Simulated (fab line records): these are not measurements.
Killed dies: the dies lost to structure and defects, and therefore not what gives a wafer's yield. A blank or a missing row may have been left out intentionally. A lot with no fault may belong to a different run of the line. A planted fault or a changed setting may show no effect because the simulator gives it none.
Which tool was responsible? || flow nand-harc || Sampling: 6 lots, 18 wafers, 3 of 1302 route steps

== WHAT THE GAUGES READ, wafer by wafer ==
NHARC_A_ONON_D2_THK_MEAS_05: measures by ellipsometry.
{"lot": "L102", "measured": "day 13 04:47", "on": "film-metro-01", "thk-nm (nm)": "1001 1001 1001"}
{"lot": "L103", "measured": "day 13 14:47", "on": "film-metro-02", "thk-nm (nm)": "994 994 995"}
{"lot": "L107", "measured": "day 15 06:51", "on": "film-metro-01", "thk-nm (nm)": "1569 1569 1568 1571 1570 1572"}
{"lot": "L116", "measured": "day 19 06:50", "on": "film-metro-01", "thk-nm (nm)": "988 987 987"}
{"lot": "L118", "measured": "day 20 02:54", "on": "film-metro-01", "thk-nm (nm)": "981 980 981"}
{"lot": "L121", "measured": "day 20 21:02", "on": "film-metro-02", "thk-nm (nm)": "989 989 987"}

== WHICH TOOL RAN EACH LOT (tool, then ch and the chambers of the sampled wafers, then the start) ==
{"lot": "L102", "NHARC_A_CHANNEL_FILL_D1_STRIP_28": "rie-diel-13 ch 1,2, day 10 12:44", "NHARC_A_ONON_D2_DEP_03": "pecvd-onon-04 ch 0, day 13 04:20"}
{"lot": "L103", "NHARC_A_CHANNEL_FILL_D1_STRIP_28": "rie-diel-05 ch 1,2,3, day 11 00:34", "NHARC_A_ONON_D2_DEP_03": "pecvd-onon-01 ch 0, day 13 14:20"}
{"lot": "L107", "NHARC_A_CHANNEL_FILL_D1_STRIP_28": "rie-diel-01 ch 0,1,2, day 12 19:29", "NHARC_A_ONON_D2_DEP_03": "pecvd-onon-01 ch 0, day 15 06:19"}
{"lot": "L116", "NHARC_A_CHANNEL_FILL_D1_STRIP_28": "rie-diel-01 ch 2,3, day 16 18:53", "NHARC_A_ONON_D2_DEP_03": "pecvd-onon-04 ch 0, day 19 06:23"}
{"lot": "L118", "NHARC_A_CHANNEL_FILL_D1_STRIP_28": "rie-diel-01 ch 0,1,3, day 17 15:01", "NHARC_A_ONON_D2_DEP_03": "pecvd-onon-02 ch 0, day 20 02:23"}
{"lot": "L121", "NHARC_A_CHANNEL_FILL_D1_STRIP_28": "rie-diel-05 ch 0,1,3, day 18 08:38", "NHARC_A_ONON_D2_DEP_03": "pecvd-onon-04 ch 0, day 20 20:31"}
- NHARC_A_CHANNEL_FILL_D1_STRIP_28: strips in O2, time 20 s.
- NHARC_A_ONON_D2_DEP_03: target thk 1000 nm.

== THE ANSWER, worked out from the rows above alone ==
Rule: usual is defined by the lots themselves. Put in order of their means at a reading, lots are off if they are a third of the lots or fewer, leave a main group of 4 or more, and stand apart from it by a gap of 3 or more times the standard deviation of the main group's means; of several such gaps the widest counts. A main group is skipped when, at the precision printed for the reading in the tables above, its means are all equal. A lot without any number at a reading at which 4 lots or more have one is off too. The other lots that the step has rows for count as sound.
Off: L107 (NHARC_A_ONON_D2_THK_MEAS_05, thk-nm). Mean 990 nm and standard deviation 6.9 in the main group.
A tool fits if, at a process step before that reading, it ran every lot that is off, and no sound lot after the first of them. The gauges at NHARC_A_ONON_D2_THK_MEAS_05 are tried like those tools. One fits: NHARC_A_ONON_D2_DEP_03 on pecvd-onon-01. Its last sound lot is L103 (day 13 14:20), its first lot that is off L107 (day 15 06:19): a fault that began between those two fits.

== WHAT THE SIMULATOR HAD INSERTED ==
pecvd-onon-01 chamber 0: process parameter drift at NHARC_A_ONON_D2_DEP_03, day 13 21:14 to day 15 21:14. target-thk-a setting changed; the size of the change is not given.
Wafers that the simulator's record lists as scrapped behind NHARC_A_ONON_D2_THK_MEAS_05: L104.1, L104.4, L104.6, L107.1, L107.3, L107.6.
Shown lots that were struck: L107. Same finding as the rule above.
